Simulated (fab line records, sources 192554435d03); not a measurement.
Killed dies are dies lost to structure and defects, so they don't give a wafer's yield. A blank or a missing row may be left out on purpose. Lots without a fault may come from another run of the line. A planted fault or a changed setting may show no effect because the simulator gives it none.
Which tool did it? | flow n5_finfet | 11 lots, 31 wafers sampled, at 1 step of a route of 1938

WHAT THE GAUGES READ, wafer by wafer
N5_BEOL_M4_CD_MEAS_35: target cd 18 nm, target cd y 22.4 nm.
lot  | measured     | on        | cd_nm (nm)
L304 | day 7 20:36  | cd_sem-02 | 18.2 18.3
L305 | day 7 20:42  | cd_sem-02 | 17.6 18.0 18.2
L308 | day 8 23:30  | cd_sem-02 | 18.1 17.7 18.6
L310 | day 9 18:17  | cd_sem-03 | 17.8 17.7 18.0
L314 | day 10 10:13 | cd_sem-02 | 18.0 18.2 18.1
L315 | day 11 01:39 | cd_sem-02 | 18.2 17.3
L317 | day 11 01:44 | cd_sem-02 | 18.0 17.3 18.0
L324 | day 12 22:15 | cd_sem-01 | 18.0 17.3 18.1
L323 | day 13 01:57 | cd_sem-02 | 18.1 18.5 18.6
L325 | day 13 14:18 | cd_sem-03 | 18.8 18.3 17.1
L326 | day 13 14:26 | cd_sem-01 | 18.0 17.9 17.9

WHICH TOOL RAN EACH LOT (tool, then ch and the chambers of the sampled wafers, then the start)
The record holds no process step before these readings.

THE ANSWER, worked out from the rows above alone
Rule: what is usual is taken from the lots themselves. Put in order of their means at a reading, lots are off if they are a third of the lots or fewer, leave a main group of 4 or more, and stand apart from it by a gap of 3 or more times the standard deviation of the main group's means; of several such gaps the widest counts. A main group whose means are all the same, to the digits that the tables above print for the reading, isn't used. A lot without any number at a reading at which 4 lots or more have one is off too. The other lots that the step has rows for count as sound.
No lot is off at any reading shown: from this, nothing can be told.

WHAT THE SIMULATOR HAD PUT IN
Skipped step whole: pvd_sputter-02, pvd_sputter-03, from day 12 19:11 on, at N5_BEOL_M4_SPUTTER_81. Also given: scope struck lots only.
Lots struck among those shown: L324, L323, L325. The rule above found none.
